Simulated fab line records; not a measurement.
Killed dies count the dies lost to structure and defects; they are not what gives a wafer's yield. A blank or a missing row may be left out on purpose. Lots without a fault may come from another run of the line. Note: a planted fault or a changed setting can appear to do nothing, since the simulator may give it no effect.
Chamber matching / flow n5_finfet / N5_BEOL_M5_CURE_79 on uv_cure-03: 3 sister chambers
The step cures SiCOH lowk, time 240 s. 24 wafers are shown with their chamber, then 12 later ones without.

## WAFERS, EACH WITH ITS CHAMBER
wafer=L078.1; chamber=0; wafer_temp_C_max=387.8; lamp_power_pct (%)=52.28
wafer=L078.2; chamber=0; wafer_temp_C_max=388.3; lamp_power_pct (%)=52.22
wafer=L078.4; chamber=0; wafer_temp_C_max=387.6; lamp_power_pct (%)=52.35
wafer=L083.1; chamber=2; wafer_temp_C_max=385.9; lamp_power_pct (%)=52.35
wafer=L083.2; chamber=2; wafer_temp_C_max=386.2; lamp_power_pct (%)=52.41
wafer=L083.3; chamber=2; wafer_temp_C_max=386.2; lamp_power_pct (%)=52.29
wafer=L085.1; chamber=2; wafer_temp_C_max=386.0; lamp_power_pct (%)=52.34
wafer=L085.4; chamber=2; wafer_temp_C_max=386.6; lamp_power_pct (%)=52.38
wafer=L085.5; chamber=2; wafer_temp_C_max=386.6; lamp_power_pct (%)=52.22
wafer=L086.2; chamber=1; wafer_temp_C_max=386.2; lamp_power_pct (%)=52.28
wafer=L086.4; chamber=1; wafer_temp_C_max=386.5; lamp_power_pct (%)=52.36
wafer=L086.6; chamber=1; wafer_temp_C_max=386.7; lamp_power_pct (%)=52.40
wafer=L090.2; chamber=0; wafer_temp_C_max=387.2; lamp_power_pct (%)=52.45
wafer=L090.3; chamber=0; wafer_temp_C_max=387.2; lamp_power_pct (%)=52.34
wafer=L090.4; chamber=0; wafer_temp_C_max=387.5; lamp_power_pct (%)=52.35
wafer=L091.3; chamber=0; wafer_temp_C_max=387.1; lamp_power_pct (%)=52.33
wafer=L091.4; chamber=0; wafer_temp_C_max=386.9; lamp_power_pct (%)=52.27
wafer=L091.6; chamber=0; wafer_temp_C_max=387.2; lamp_power_pct (%)=52.28
wafer=L093.1; chamber=2; wafer_temp_C_max=385.7; lamp_power_pct (%)=52.30
wafer=L093.2; chamber=2; wafer_temp_C_max=386.2; lamp_power_pct (%)=52.31
wafer=L093.3; chamber=2; wafer_temp_C_max=385.7; lamp_power_pct (%)=52.35
wafer=L093.4; chamber=2; wafer_temp_C_max=385.9; lamp_power_pct (%)=52.43
wafer=L093.5; chamber=2; wafer_temp_C_max=385.6; lamp_power_pct (%)=52.37
wafer=L093.6; chamber=2; wafer_temp_C_max=385.5; lamp_power_pct (%)=52.24

SIGNATURES (means of the wafers above)
reading=wafer_temp_C_max; chamber 0=387.422; chamber 1=386.467; chamber 2=386.008; scatter within a chamber=0.381
reading=lamp_power_pct; chamber 0=52.3189; chamber 1=52.3467; chamber 2=52.3325; scatter within a chamber=0.0643
Rule: for each reading, subtract the chamber's mean from the wafer's reading, divide by that reading's scatter and square the result; add these up over the readings and take the root, which gives the wafer's distance from the chamber. The wafer belongs to the nearest chamber; if the next one is less than 2 further off, it can't be placed. The scatter is the square root of a quotient: the sum, over the shown wafers, of each reading's squared deviation from its chamber's mean, divided by wafers minus chambers.

## WAFERS MISSING THEIR CHAMBER
wafer=L094.1; wafer_temp_C_max=385.9; lamp_power_pct (%)=52.33
wafer=L094.5; wafer_temp_C_max=386.4; lamp_power_pct (%)=52.36
wafer=L094.6; wafer_temp_C_max=386.4; lamp_power_pct (%)=52.42
wafer=L094.2; wafer_temp_C_max=385.7; lamp_power_pct (%)=52.36
wafer=L094.3; wafer_temp_C_max=385.9; lamp_power_pct (%)=52.34
wafer=L094.4; wafer_temp_C_max=385.6; lamp_power_pct (%)=52.33
wafer=L095.1; wafer_temp_C_max=385.9; lamp_power_pct (%)=52.35
wafer=L095.4; wafer_temp_C_max=386.2; lamp_power_pct (%)=52.32
wafer=L095.5; wafer_temp_C_max=386.1; lamp_power_pct (%)=52.23
wafer=L096.1; wafer_temp_C_max=387.4; lamp_power_pct (%)=52.39
wafer=L096.2; wafer_temp_C_max=387.1; lamp_power_pct (%)=52.40
wafer=L096.6; wafer_temp_C_max=386.8; lamp_power_pct (%)=52.39

## WHICH CHAMBER EACH WENT THROUGH
wafer=L094.1; from the rows above=can't be placed: 2 or 1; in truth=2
wafer=L094.5; from the rows above=can't be placed: 1 or 2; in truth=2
wafer=L094.6; from the rows above=can't be placed: 1 or 2 or 0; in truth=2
wafer=L094.2; from the rows above=can't be placed: 2 or 1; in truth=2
wafer=L094.3; from the rows above=can't be placed: 2 or 1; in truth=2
wafer=L094.4; from the rows above=can't be placed: 2 or 1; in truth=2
wafer=L095.1; from the rows above=can't be placed: 2 or 1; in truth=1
wafer=L095.4; from the rows above=can't be placed: 2 or 1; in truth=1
wafer=L095.5; from the rows above=can't be placed: 2 or 1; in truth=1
wafer=L096.1; from the rows above=can't be placed: 0 or 1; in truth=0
wafer=L096.2; from the rows above=can't be placed: 0 or 1 or 2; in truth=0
wafer=L096.6; from the rows above=can't be placed: 1 or 0 or 2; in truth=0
Correctly placed: 0 of 12. Can't be placed from these rows: 12 (the true chamber is among the candidates in 12). Number placed wrongly: 0.
